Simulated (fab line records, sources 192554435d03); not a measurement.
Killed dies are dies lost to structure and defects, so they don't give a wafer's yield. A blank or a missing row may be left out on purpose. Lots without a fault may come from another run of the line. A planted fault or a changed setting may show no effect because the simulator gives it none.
Chamber matching | flow n5_finfet | N5_DUMMY_GATE_ETCH_29 on rie_diel-04: 4 sister chambers
The step etches underlayer in N2/H2, target depth 13 nm. 18 wafers are shown with their chamber, then 9 later ones without.

WAFERS WITH THEIR CHAMBER
wafer  | chamber | showerhead_plenum_p_Torr (Torr) | drypump_motor_current_A (A) | throttle_valve_pct (%)
L075.1 | 0       | 2.43                            | 5.5                         | 18.13
L075.4 | 0       | 2.43                            | 5.5                         | 18.13
L075.6 | 3       | 2.71                            | 6.3                         | 17.90
L076.3 | 0       | 2.43                            | 5.5                         | 18.16
L076.5 | 3       | 2.71                            | 6.3                         | 17.89
L076.6 | 0       | 2.43                            | 5.6                         | 18.14
L078.1 | 2       | 2.54                            | 5.8                         | 17.72
L078.3 | 0       | 2.43                            | 5.5                         | 18.11
L078.4 | 1       | 2.64                            | 5.2                         | 18.08
L085.2 | 0       | 2.42                            | 5.5                         | 18.17
L085.3 | 3       | 2.70                            | 6.2                         | 17.92
L085.5 | 0       | 2.42                            | 5.5                         | 18.16
L086.1 | 2       | 2.54                            | 5.8                         | 17.75
L086.3 | 1       | 2.63                            | 5.2                         | 18.11
L086.5 | 0       | 2.42                            | 5.5                         | 18.17
L087.1 | 0       | 2.42                            | 5.5                         | 18.18
L087.3 | 1       | 2.63                            | 5.2                         | 18.13
L087.6 | 2       | 2.54                            | 5.8                         | 17.73

SIGNATURES (means of the wafers above)
reading                  | chamber 0 | chamber 1 | chamber 2 | chamber 3 | scatter within a chamber
showerhead_plenum_p_Torr | 2.4256    | 2.6333    | 2.5400    | 2.7067    | 0.00504
drypump_motor_current_A  | 5.511     | 5.200     | 5.800     | 6.267     | 0.0333
throttle_valve_pct       | 18.1500   | 18.1067   | 17.7333   | 17.9033   | 0.0217
Rule: a wafer's distance from a chamber is the root of the sum, over the readings, of the square of ((its reading less the chamber's mean) divided by the reading's scatter). The wafer belongs to the nearest chamber; if the next one is less than 2 further off, it can't be placed. The scatter: the root of (the sum of the squares of (reading less its chamber's mean) over the shown wafers, divided by (wafers less chambers)).

WAFERS WITHOUT THEIR CHAMBER
wafer  | showerhead_plenum_p_Torr (Torr) | drypump_motor_current_A (A) | throttle_valve_pct (%)
L090.1 | 2.62                            | 5.2                         | 18.12
L090.3 | 2.70                            | 6.3                         | 17.94
L090.5 | 2.41                            | 5.5                         | 18.18
L091.3 | 2.62                            | 5.2                         | 18.14
L091.5 | 2.41                            | 5.5                         | 18.18
L091.6 | 2.62                            | 5.2                         | 18.14
L096.1 | 2.70                            | 6.3                         | 17.93
L096.2 | 2.53                            | 5.8                         | 17.77
L096.5 | 2.70                            | 6.3                         | 17.95

WHICH CHAMBER EACH WENT THROUGH
wafer  | from the rows above | in truth
L090.1 | 1                   | 1
L090.3 | 3                   | 3
L090.5 | 0                   | 0
L091.3 | 1                   | 1
L091.5 | 0                   | 0
L091.6 | 1                   | 1
L096.1 | 3                   | 3
L096.2 | 2                   | 2
L096.5 | 3                   | 3
Placed correctly: 9 of 9. Can't be placed from these rows: 0. Placed wrongly: 0.
